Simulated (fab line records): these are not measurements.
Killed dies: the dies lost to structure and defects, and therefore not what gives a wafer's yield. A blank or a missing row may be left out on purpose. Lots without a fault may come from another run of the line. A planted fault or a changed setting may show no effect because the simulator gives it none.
fab line records | flow nandHarc | part 1 of 2: steps 1 to 31 of 39
[record] lots = 5 wafers = 15 lastDay = 32
route steps=1302 shown A_ONON_D1@426 A_CHANNEL_HOLE_D1@450
lots with no fault: from the same line, run without faults
startH: the number of hours between the record's first day and the start of the first shown wafer of the lot | waitH: time in hours since the lot's previous step | " same as the row above | L1.1+2: a row that stands for several wafers | - no value present, or no start provided | * or withheld: withheld | < > ~ a bound
route shown NAME@n: NAME is a module with steps in the file, n the number in the route of the first one | usual: mean/standard deviation of fault-free wafers | same: alike in all rows | chamber/n: place in a boat | sites: the reading at each site | _std_site: the standard deviation of these | _edge_site: the outer-site mean with the inner-site mean subtracted | radiusMm: how far each site lies from the wafer's centre | mask NAME#n: copy n | behind: the most recent tool/chamber to have shaped the wafer | hold: why the lot was held/for how many hours/how that ended | device: transistor that didn't switch, given as n, p or np | end of line: tests of these same wafers at the route's end | a step given without rows: its recipe and nothing more | killed: the dies lost at the first sort to structure and to defects; this is not the yield of the wafer | map: the dies of a wafer, with x for killed, . for not killed, _ for no die there
set.NAME: the setting as run; set.NAME@STEP: as run at that earlier step | model.NAME: the simulator's own value behind a step, which no gauge read
lots seen at some steps along the route; tables by step, rows by wafer
services: the hour from which a tool's chamber was out of use, counted from the record's first day as startH (under 0 if before that day), plus the number of hours and why
[[steps]]
[step NHARC_A_ONON_D1_DEP_03]
[recipe] targetThkA = 10000 n2FlowSccm = 2750 n2oFlowSccm = 2000 nh3FlowSccm = 500 sih4FlowSccm = 210 tempC = 400
// columns lot.wafer tool chamber startH waitH
L081.2+4+5 pecvdOnon-02 0 230.43 0.1
L083.2+3+4 pecvdOnon-01 0 245.88 0.1
L089.1+2+4 pecvdOnon-03 0 305.08 0.1
L088.2+5+6 pecvdOnon-01 0 305.14 0.1
L094.2+3+5 pecvdOnon-01 0 368.00 0.1
[step NHARC_A_ONON_D1_THK_MEAS_05]
[recipe] thkMeasGauge = ellipsometry
[usual] thkNm = 1000/9.7
// columns lot.wafer tool chamber startH waitH thkNm
L081.2 filmMetro-01 - 230.88 - 999
L081.4 " - " " 997
L081.5 " - " " 999
L083.2 filmMetro-01 - 246.33 - 1001
L083.3 " - " " 1001
L083.4 " - " " 1002
L089.1 filmMetro-01 - 305.59 - 1007
L089.2 " - " " 1007
L089.4 " - " " 1007
L088.2 filmMetro-02 - 305.61 - 998
L088.5 " - " " 998
L088.6 " - " " 997
L094.2 filmMetro-01 - 368.45 - 1006
L094.3 " - " " 1007
L094.5 " - " " 1006
[step NHARC_A_ONON_D1_DEP_06]
[recipe] targetThkA = 10000 n2FlowSccm = 2750 n2oFlowSccm = 2000 nh3FlowSccm = 500 sih4FlowSccm = 210 tempC = 400
// columns lot.wafer tool chamber startH waitH
L081.2+4+5 pecvdOnon-01 0 231.00 0.1
L083.2+3+4 pecvdOnon-01 0 246.44 0.1
L089.1+2+4 pecvdOnon-03 0 305.64 0.1
L088.2+5+6 pecvdOnon-01 0 305.73 0.1
L094.2+3+5 pecvdOnon-01 0 368.56 0.1
[step NHARC_A_ONON_D1_THK_MEAS_08]
[recipe] thkMeasGauge = ellipsometry
[usual] thkNm = 999/9.8
// columns lot.wafer tool chamber startH waitH thkNm
L081.2 filmMetro-01 - 231.45 - 996
L081.4 " - " " 995
L081.5 " - " " 997
L083.2 filmMetro-02 - 246.89 - 1007
L083.3 " - " " 1009
L083.4 " - " " 1009
L089.1 filmMetro-01 - 306.15 - 998
L089.2 " - " " 997
L089.4 " - " " 996
L088.2 filmMetro-01 - 306.18 - 985
L088.5 " - " " 989
L088.6 " - " " 987
L094.2 filmMetro-02 - 369.01 - 994
L094.3 " - " " 993
L094.5 " - " " 994
[step NHARC_A_ONON_D1_DEP_09]
[recipe] targetThkA = 10000 n2FlowSccm = 2750 n2oFlowSccm = 2000 nh3FlowSccm = 500 sih4FlowSccm = 210 tempC = 400
// columns lot.wafer tool chamber startH waitH
L081.2+4+5 pecvdOnon-02 0 231.56 0.1
L083.2+3+4 pecvdOnon-01 0 247.01 0.1
L089.1+2+4 pecvdOnon-03 0 306.21 0.1
L088.2+5+6 pecvdOnon-01 0 306.29 0.1
L094.2+3+5 pecvdOnon-03 0 369.13 0.1
[step NHARC_A_ONON_D1_THK_MEAS_11]
[recipe] thkMeasGauge = ellipsometry
[usual] thkNm = 1000/11
// columns lot.wafer tool chamber startH waitH thkNm
L081.2 filmMetro-01 - 232.02 - 1003
L081.4 " - " " 1005
L081.5 " - " " 1003
L083.2 filmMetro-01 - 247.45 - 1016
L083.3 " - " " 1015
L083.4 " - " " 1016
L089.1 filmMetro-02 - 306.72 - 983
L089.2 " - " " 983
L089.4 " - " " 982
L088.2 filmMetro-01 - 306.75 - 987
L088.5 " - " " 988
L088.6 " - " " 987
L094.2 filmMetro-01 - 369.57 - 1011
L094.3 " - " " 1012
L094.5 " - " " 1008
[step NHARC_A_ONON_D1_DEP_12]
[recipe] targetThkA = 10000 n2FlowSccm = 2750 n2oFlowSccm = 2000 nh3FlowSccm = 500 sih4FlowSccm = 210 tempC = 400
// columns lot.wafer tool chamber startH waitH
L081.2+4+5 pecvdOnon-01 0 232.13 0.1
L083.2+3+4 pecvdOnon-02 0 247.57 0.1
L089.1+2+4 pecvdOnon-02 0 306.77 0.1
L088.2+5+6 pecvdOnon-03 0 306.86 0.1
L094.2+3+5 pecvdOnon-01 0 369.82 0.3
[step NHARC_A_ONON_D1_THK_MEAS_14]
[recipe] thkMeasGauge = ellipsometry
[usual] thkNm = 999/8.6
// columns lot.wafer tool chamber startH waitH thkNm
L081.2 filmMetro-01 - 232.57 - 997
L081.4 " - " " 999
L081.5 " - " " 999
L083.2 filmMetro-02 - 248.02 - 994
L083.3 " - " " 994
L083.4 " - " " 995
L089.1 filmMetro-02 - 307.29 - 988
L089.2 " - " " 985
L089.4 " - " " 986
L088.2 filmMetro-01 - 307.31 - 1007
L088.5 " - " " 1007
L088.6 " - " " 1006
L094.2 filmMetro-02 - 370.27 - 990
L094.3 " - " " 991
L094.5 " - " " 990
[step NHARC_A_ONON_D1_ANNEAL_15]
[recipe] tempC = 750 timeS = 3600
[usual] tube_center_temp_C_max = 751.9/0.3 zonePowerBottomPct = 17.5/0.75
// columns lot.wafer tool chamber startH waitH tube_center_temp_C_max zonePowerBottomPct
L081.2 furnace-03 0 235.83 3.3 751.6 17.4
L081.4 " 0 " " 751.6 17.8
L081.5 " 0 " " 752.5 17.6
L083.2 furnace-03 0 251.80 3.8 751.7 17.4
L083.3 " 0 " " 752.1 17.8
L083.4 " 0 " " 752.0 17.8
L088.2 furnace-06 0 313.71 6.4 752.0 17.0
L088.5 " 0 " " 751.5 17.3
L088.6 " 0 " " 751.9 17.2
L089.1 furnace-06 0 313.71 6.4 751.9 17.3
L089.2 " 0 " " 751.4 17.1
L089.4 " 0 " " 751.8 17.1
L094.2 furnace-06 0 375.76 5.5 751.8 16.9
L094.3 " 0 " " 752.0 17.4
L094.5 " 0 " " 753.1 17.3
[step NHARC_A_ONON_D1_DEP_16]
[recipe] targetThkA = 10000 n2FlowSccm = 2750 n2oFlowSccm = 2000 nh3FlowSccm = 500 sih4FlowSccm = 210 tempC = 400
// columns lot.wafer tool chamber startH waitH
L081.2+4+5 pecvdOnon-01 0 239.72 0.1
L083.2+3+4 pecvdOnon-02 0 255.70 0.1
L089.1+2+4 pecvdOnon-01 0 317.59 0.1
L088.2+5+6 pecvdOnon-02 0 317.64 0.1
L094.2+3+5 pecvdOnon-01 0 379.70 0.1
[step NHARC_A_ONON_D1_THK_MEAS_18]
[recipe] thkMeasGauge = ellipsometry
[usual] thkNm = 997/11
// columns lot.wafer tool chamber startH waitH thkNm
L081.2 filmMetro-02 - 240.17 - 1007
L081.4 " - " " 1006
L081.5 " - " " 1006
L083.2 filmMetro-01 - 256.16 - 999
L083.3 " - " " 997
L083.4 " - " " 1000
L089.1 filmMetro-01 - 318.09 - 1016
L089.2 " - " " 1015
L089.4 " - " " 1016
L088.2 filmMetro-02 - 318.09 - 993
L088.5 " - " " 993
L088.6 " - " " 996
L094.2 filmMetro-01 - 380.15 - 994
L094.3 " - " " 996
L094.5 " - " " 995
[step NHARC_A_ONON_D1_DEP_19]
[recipe] targetThkA = 10000 n2FlowSccm = 2750 n2oFlowSccm = 2000 nh3FlowSccm = 500 sih4FlowSccm = 210 tempC = 400
// columns lot.wafer tool chamber startH waitH
L081.2+4+5 pecvdOnon-03 0 240.29 0.1
L083.2+3+4 pecvdOnon-01 0 256.27 0.1
L089.1+2+4 pecvdOnon-01 0 318.15 0.1
L088.2+5+6 pecvdOnon-02 0 318.21 0.1
L094.2+3+5 pecvdOnon-01 0 380.26 0.1
[step NHARC_A_ONON_D1_THK_MEAS_21]
[recipe] thkMeasGauge = ellipsometry
[usual] thkNm = 1004/8.9
// columns lot.wafer tool chamber startH waitH thkNm
L081.2 filmMetro-02 - 240.74 - 988
L081.4 " - " " 989
L081.5 " - " " 990
L083.2 filmMetro-01 - 256.72 - 996
L083.3 " - " " 996
L083.4 " - " " 996
L089.1 filmMetro-01 - 318.65 - 996
L089.2 " - " " 996
L089.4 " - " " 996
L088.2 filmMetro-02 - 318.66 - 998
L088.5 " - " " 997
L088.6 " - " " 997
L094.2 filmMetro-01 - 380.72 - 999
L094.3 " - " " 998
L094.5 " - " " 998
[step NHARC_A_ONON_D1_DEP_22]
[recipe] targetThkA = 10000 n2FlowSccm = 2750 n2oFlowSccm = 2000 nh3FlowSccm = 500 sih4FlowSccm = 210 tempC = 400
// columns lot.wafer tool chamber startH waitH
L081.2+4+5 pecvdOnon-02 0 240.85 0.1
L083.2+3+4 pecvdOnon-03 0 256.83 0.1
L089.1+2+4 pecvdOnon-01 0 318.71 0.1
L088.2+5+6 pecvdOnon-02 0 318.78 0.1
L094.2+3+5 pecvdOnon-01 0 380.83 0.1
[step NHARC_A_ONON_D1_THK_MEAS_24]
[recipe] thkMeasGauge = ellipsometry
[usual] thkNm = 998/7.8
// columns lot.wafer tool chamber startH waitH thkNm
L081.2 filmMetro-01 - 241.30 - 1001
L081.4 " - " " 1001
L081.5 " - " " 1000
L083.2 filmMetro-02 - 257.29 - 1005
L083.3 " - " " 1005
L083.4 " - " " 1006
L089.1 filmMetro-02 - 319.21 - 981
L089.2 " - " " 984
L089.4 " - " " 982
L088.2 filmMetro-01 - 319.23 - 990
L088.5 " - " " 988
L088.6 " - " " 989
L094.2 filmMetro-01 - 381.29 - 988
L094.3 " - " " 990
L094.5 " - " " 987
[step NHARC_A_ONON_D1_DEP_25]
[recipe] targetThkA = 10000 n2FlowSccm = 2750 n2oFlowSccm = 2000 nh3FlowSccm = 500 sih4FlowSccm = 210 tempC = 400
// columns lot.wafer tool chamber startH waitH
L081.2+4+5 pecvdOnon-01 0 241.42 0.1
L083.2+3+4 pecvdOnon-02 0 257.40 0.1
L089.1+2+4 pecvdOnon-01 0 319.27 0.1
L088.2+5+6 pecvdOnon-02 0 319.34 0.1
L094.2+3+5 pecvdOnon-03 0 381.41 0.1
[step NHARC_A_ONON_D1_THK_MEAS_27]
[recipe] thkMeasGauge = ellipsometry
[usual] thkNm = 999/9
// columns lot.wafer tool chamber startH waitH thkNm
L081.2 filmMetro-02 - 241.89 - 1017
L081.4 " - " " 1016
L081.5 " - " " 1017
L083.2 filmMetro-02 - 257.85 - 987
L083.3 " - " " 988
L083.4 " - " " 989
L089.1 filmMetro-01 - 319.78 - 996
L089.2 " - " " 997
L089.4 " - " " 997
L088.2 filmMetro-02 - 319.79 - 1011
L088.5 " - " " 1010
L088.6 " - " " 1010
L094.2 filmMetro-01 - 381.86 - 1005
L094.3 " - " " 1002
L094.5 " - " " 1004
[step NHARC_A_ONON_D1_DEP_28]
[recipe] targetThkA = 10000 n2FlowSccm = 2750 n2oFlowSccm = 2000 nh3FlowSccm = 500 sih4FlowSccm = 210 tempC = 400
// columns lot.wafer tool chamber startH waitH
L081.2+4+5 pecvdOnon-03 0 242.00 0.1
L083.2+3+4 pecvdOnon-01 0 257.97 0.1
L089.1+2+4 pecvdOnon-03 0 319.84 0.1
L088.2+5+6 pecvdOnon-01 0 319.90 0.1
L094.2+3+5 pecvdOnon-02 0 381.97 0.1
[step NHARC_A_ONON_D1_THK_MEAS_30]
[recipe] thkMeasGauge = ellipsometry
[usual] thkNm = 1001/8.5
// columns lot.wafer tool chamber startH waitH thkNm
L081.2 filmMetro-01 - 242.45 - 1007
L081.4 " - " " 1005
L081.5 " - " " 1004
L083.2 filmMetro-02 - 258.42 - 1009
L083.3 " - " " 1009
L083.4 " - " " 1009
L089.1 filmMetro-01 - 320.34 - 990
L089.2 " - " " 990
L089.4 " - " " 991
L088.2 filmMetro-02 - 320.35 - 1014
L088.5 " - " " 1015
L088.6 " - " " 1016
L094.2 filmMetro-01 - 382.43 - 1002
L094.3 " - " " 1003
L094.5 " - " " 1004
[step NHARC_A_ONON_D1_DEP_33]
[recipe] targetThkA = 2000 tempC = 400 pressureTorr = 6.5 rfW = 900 teosFlowSccm = 161.4 flowSccm = 2650 targetThkNm = 200 gas = O2 material = SiO2
[usual] heaterPowerW = 551/110 throttleValvePct = 16.3/0.46
// columns lot.wafer tool chamber startH waitH heaterPowerW sinceWetCleanH throttleValvePct
L081.2 pecvd-04 0 242.56 0.1 576 141 16.0
L081.4 " 0 " " 591 - 15.9
L081.5 " 1 " " 446 - 16.5
L083.2 pecvd-04 2 258.62 0.2 497 157 16.5
L083.4 " 1 " " 513 - 16.6
L083.3 " 2 " " 372 - 16.9
L089.2 pecvd-03 1 320.45 0.1 511 122 17.3
L089.1 " 2 " " 556 123 15.9
L089.4 " 0 " " 580 - 16.4
L088.2 pecvd-04 1 320.50 0.1 505 38 15.9
L088.6 " 0 " " 549 - 15.9
L088.5 " 1 " " 513 - 16.2
L094.3 pecvd-02 1 382.49 0.1 587 143 16.6
L094.2 " 0 " " 906 143 15.2
L094.5 " 2 " " 472 - 15.8
[step NHARC_A_ONON_D1_THK_MEAS_34]
[recipe] thkMeasGauge = ellipsometry
[usual] thkNm = 199.2/2.5
// columns lot.wafer tool chamber startH waitH thkNm
L081.2 filmMetro-02 - 242.92 - 200.4
L081.4 " - " " 204.1
L081.5 " - " " 200.0
L083.2 filmMetro-02 - 259.11 0.4 202.3
L083.3 " - " " 201.3
L083.4 " - " " 204.6
L089.1 filmMetro-01 - 320.81 - 200.4
L089.2 " - " " 198.1
L089.4 " - " " 197.5
L088.2 filmMetro-02 - 320.82 - 196.6
L088.5 " - " " 201.6
L088.6 " - " " 201.2
L094.2 filmMetro-01 - 382.90 - 198.5
L094.3 " - " " 198.0
L094.5 " - " " 200.4
[step NHARC_A_ONON_D1_INSPECT_32]
[usual] rawDefectCount = 70/22
// columns lot.wafer tool chamber startH waitH rawDefectCount
L081.2 defectInspect-02 - 243.00 0.0 45
L081.4 " - " " 92
L081.5 " - " " 62
L083.2 defectInspect-01 - 259.17 0.0 46
L083.3 " - " " 77
L083.4 " - " " 61
L089.1 defectInspect-02 - 320.90 0.0 40
L089.2 " - " " 52
L089.4 " - " " 47
L088.2 defectInspect-01 - 320.91 0.0 68
L088.5 " - " " 43
L088.6 " - " " 80
L094.2 defectInspect-02 - 382.97 0.0 78
L094.3 " - " " 87
L094.5 " - " " 64
[step NHARC_A_CHANNEL_HOLE_D1_DEP_00]
[recipe] targetThkA = 31000 tempC = 400 material = aC
[usual] throttleValvePct = 34.999/0.0091
// columns lot.wafer tool chamber startH waitH throttleValvePct
L081.2 aclDep-03 0 243.39 0.4 34.992
L081.4 " 0 " " 34.993
L081.5 " 0 " " 34.993
L083.2 aclDep-03 0 264.84 5.7 34.998
L083.3 " 0 " " 34.999
L083.4 " 0 " " 34.997
L089.1 aclDep-03 0 320.96 0.1 35.004
L089.2 " 0 " " 35.002
L089.4 " 0 " " 35.007
L088.2 aclDep-01 0 321.61 0.7 34.999
L088.5 " 0 " " 35.013
L088.6 " 0 " " 35.005
L094.2 aclDep-01 0 383.44 0.5 35.000
L094.3 " 0 " " 35.000
L094.5 " 0 " " 35.001
[step NHARC_A_CHANNEL_HOLE_D1_DEP_01]
[recipe] targetThkA = 1400 targetThkNm = 140 tempC = 400 pressureTorr = 3.5 flowSccm = 200 rfW = 350 material = SiON
[usual] heaterPowerW = 733/110
// columns lot.wafer tool chamber startH waitH heaterPowerW sinceWetCleanH
L081.2 pecvd-04 0 244.99 1.3 849 144
L081.5 " 0 " " 856 -
L081.4 " 2 " " 678 -
L083.2 pecvd-01 0 266.46 1.3 665 118
L083.3 " 2 " " 604 118
L083.4 " 2 " " 597 -
L089.2 pecvd-04 2 322.92 1.3 634 41
L089.1 " 0 " " 797 41
L089.4 " 1 " " 731 -
L088.2 pecvd-02 2 323.31 1.4 785 83
L088.6 " 1 " " 674 -
L088.5 " 2 " " 792 -
L094.2 pecvd-02 1 385.05 1.3 812 145
L094.3 " 2 " " 748 145
L094.5 " 2 " " 747 -
[step NHARC_A_CHANNEL_HOLE_D1_DEHYDRATE_02]
[recipe] tempC = 150 timeS = 120
[usual] chillPlateTempC = 22.98/0.11
// columns lot.wafer tool chamber startH waitH chillPlateTempC
L081.2 lithoTrack-04 0 245.27 0.2 22.95
L081.4 " 0 " " 23.04
L081.5 " 0 " " 23.05
L083.2 lithoTrack-01 0 266.73 0.2 22.80
L083.3 " 0 " " 22.91
L083.4 " 0 " " 23.00
L089.1 lithoTrack-06 0 323.17 0.2 23.29
L089.2 " 0 " " 23.07
L089.4 " 0 " " 23.04
L088.2 lithoTrack-01 0 323.56 0.2 23.03
L088.5 " 0 " " 23.10
L088.6 " 0 " " 23.00
L094.2 lithoTrack-06 0 385.33 0.2 22.84
L094.3 " 0 " " 22.96
L094.5 " 0 " " 23.00
[step NHARC_A_CHANNEL_HOLE_D1_HMDS_03]
[recipe] timeS = 30
[usual] chillPlateTempC = 23.00/0.094
// columns lot.wafer tool chamber startH waitH chillPlateTempC
L081.2 lithoTrack-04 0 - - 22.93
L081.4 " 0 " " 23.04
L081.5 " 0 " " 22.95
L083.2 lithoTrack-01 0 - - 23.01
L083.3 " 0 " " 22.98
L083.4 " 0 " " 23.01
L089.1 lithoTrack-06 0 - - 22.92
L089.2 " 0 " " 23.05
L089.4 " 0 " " 23.09
L088.2 lithoTrack-01 0 - - 22.91
L088.5 " 0 " " 23.03
L088.6 " 0 " " 23.09
L094.2 lithoTrack-06 0 - - 23.14
L094.3 " 0 " " 23.12
L094.5 " 0 " " 23.08
[step NHARC_A_CHANNEL_HOLE_D1_COAT_36]
[recipe] tempC = 260 timeS = 75
[usual] chillPlateTempC = 23.00/0.11
// columns lot.wafer tool chamber startH waitH chillPlateTempC
L081.2 lithoTrack-04 0 - - 23.10
L081.4 " 0 " " 23.09
L081.5 " 0 " " 22.95
L083.2 lithoTrack-01 0 - - 23.04
L083.3 " 0 " " 23.01
L083.4 " 0 " " 23.11
L089.1 lithoTrack-06 0 - - 22.81
L089.2 " 0 " " 23.04
L089.4 " 0 " " 22.87
L088.2 lithoTrack-01 0 - - 23.12
L088.5 " 0 " " 23.02
L088.6 " 0 " " 22.94
L094.2 lithoTrack-06 0 - - 22.90
L094.3 " 0 " " 22.92
L094.5 " 0 " " 22.97
[step NHARC_A_CHANNEL_HOLE_D1_COAT_37]
[recipe] tempC = 225 timeS = 65
[usual] chillPlateTempC = 23.01/0.1
// columns lot.wafer tool chamber startH waitH chillPlateTempC
L081.2 lithoTrack-04 0 - - 22.92
L081.4 " 0 " " 23.00
L081.5 " 0 " " 22.97
L083.2 lithoTrack-01 0 - - 23.07
L083.3 " 0 " " 23.11
L083.4 " 0 " " 23.03
L089.1 lithoTrack-06 0 - - 23.13
L089.2 " 0 " " 23.06
L089.4 " 0 " " 23.00
L088.2 lithoTrack-01 0 - - 23.14
L088.5 " 0 " " 23.16
L088.6 " 0 " " 23.07
L094.2 lithoTrack-06 0 - - 23.09
L094.3 " 0 " " 23.09
L094.5 " 0 " " 22.96
[step NHARC_A_CHANNEL_HOLE_D1_COAT_04]
[recipe] spinRpm = 1500 resistThkNm = 90
[usual] chillPlateTempC = 22.98/0.1
// columns lot.wafer tool chamber startH waitH chillPlateTempC
L081.2 lithoTrack-04 0 - - 23.01
L081.4 " 0 " " 23.00
L081.5 " 0 " " 23.06
L083.2 lithoTrack-01 0 - - 23.21
L083.3 " 0 " " 23.15
L083.4 " 0 " " 23.24
L089.1 lithoTrack-06 0 - - 22.86
L089.2 " 0 " " 22.89
L089.4 " 0 " " 22.91
L088.2 lithoTrack-01 0 - - 22.95
L088.5 " 0 " " 22.89
L088.6 " 0 " " 23.07
L094.2 lithoTrack-06 0 - - 22.96
L094.3 " 0 " " 22.90
L094.5 " 0 " " 22.89
[step NHARC_A_CHANNEL_HOLE_D1_SOFTBAKE_05]
[recipe] tempC = 105 timeS = 55
[usual] chillPlateTempC = 22.99/0.1
// columns lot.wafer tool chamber startH waitH chillPlateTempC
L081.2 lithoTrack-04 0 - - 22.91
L081.4 " 0 " " 23.02
L081.5 " 0 " " 22.90
L083.2 lithoTrack-01 0 - - 23.07
L083.3 " 0 " " 23.10
L083.4 " 0 " " 23.03
L089.1 lithoTrack-06 0 - - 22.96
L089.2 " 0 " " 23.11
L089.4 " 0 " " 23.17
L088.2 lithoTrack-01 0 - - 23.01
L088.5 " 0 " " 23.13
L088.6 " 0 " " 23.11
L094.2 lithoTrack-06 0 - - 22.94
L094.3 " 0 " " 23.21
L094.5 " 0 " " 22.96
[step NHARC_A_CHANNEL_HOLE_D1_EBR_06]
[usual] chillPlateTempC = 22.98/0.11
// columns lot.wafer tool chamber startH waitH chillPlateTempC
L081.2 lithoTrack-04 0 - - 22.91
L081.4 " 0 " " 22.86
L081.5 " 0 " " 22.92
L083.2 lithoTrack-01 0 - - 22.98
L083.3 " 0 " " 22.88
L083.4 " 0 " " 23.06
L089.1 lithoTrack-06 0 - - 23.06
L089.2 " 0 " " 23.16
L089.4 " 0 " " 23.01
L088.2 lithoTrack-01 0 - - 23.05
L088.5 " 0 " " 23.00
L088.6 " 0 " " 22.98
L094.2 lithoTrack-06 0 - - 22.97
L094.3 " 0 " " 23.16
L094.5 " 0 " " 23.14
